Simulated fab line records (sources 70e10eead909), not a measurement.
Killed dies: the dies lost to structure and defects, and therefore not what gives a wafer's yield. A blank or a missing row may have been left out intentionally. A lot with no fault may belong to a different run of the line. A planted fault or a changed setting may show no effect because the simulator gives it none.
Which tool was responsible? || flow nand harc || 6 lots with 18 wafers sampled at 2 steps, on a route of 1302 steps

WHAT EACH GAUGE READ, for each wafer
NHARC_A_CONTACT_OVL_MEAS_43.
{"lot": "L760", "measured": "day 21 21:29", "on": "overlay-02", "overlay x nm (nm)": "0.9 0.5 0.8"}
{"lot": "L761", "measured": "day 22 22:49", "on": "overlay-01", "overlay x nm (nm)": "0.7 1.0 0.6"}
{"lot": "L764", "measured": "day 23 05:44", "on": "overlay-02", "overlay x nm (nm)": "0.9 0.7 0.2"}
{"lot": "L766", "measured": "day 24 06:49", "on": "overlay-01", "overlay x nm (nm)": "0.4 0.5 0.7"}
{"lot": "L768", "measured": "day 25 15:55", "on": "overlay-01", "overlay x nm (nm)": "0.6 0.7 0.7"}
{"lot": "L771", "measured": "day 26 20:44", "on": "overlay-01", "overlay x nm (nm)": "0.9 1.2 0.7"}

EACH LOT AND THE TOOL THAT RAN IT (in order: tool; ch and the chambers of the sampled wafers; start)
{"lot": "L760", "NHARC_A_WL_FILL_CMP_12": "cmp-02 ch 0,2,3, day 21 14:35"}
{"lot": "L761", "NHARC_A_WL_FILL_CMP_12": "cmp-02 ch 1,2,3, day 22 16:02"}
{"lot": "L764", "NHARC_A_WL_FILL_CMP_12": "cmp-03 ch 0,1,2, day 22 23:34"}
{"lot": "L766", "NHARC_A_WL_FILL_CMP_12": "cmp-02 ch 1,2, day 23 22:59"}
{"lot": "L768", "NHARC_A_WL_FILL_CMP_12": "cmp-01 ch 0,2,3, day 25 09:10"}
{"lot": "L771", "NHARC_A_WL_FILL_CMP_12": "cmp-03 ch 0,1, day 26 12:22"}
- NHARC_A_WL_FILL_CMP_12: polishes, t overpolish 30 s, target thk 100 nm.

THE ANSWER, worked out from the rows above alone
Rule: what is usual is taken from the lots themselves. The widest of any qualifying gaps counts: lots, ordered by their means at a reading, are off when they make up no more than a third of the lots, leave a main group of 4 or more, and stand apart from it by 3 or more times the standard deviation of that group's means. A main group is skipped when, at the precision printed for the reading in the tables above, its means are all equal. A lot without any number at a reading at which 4 lots or more have one is off too. All remaining lots with rows at the step are treated as sound.
No lot is off at any reading shown: from this, nothing can be told.

WHAT THE SIMULATOR HAD PUT IN
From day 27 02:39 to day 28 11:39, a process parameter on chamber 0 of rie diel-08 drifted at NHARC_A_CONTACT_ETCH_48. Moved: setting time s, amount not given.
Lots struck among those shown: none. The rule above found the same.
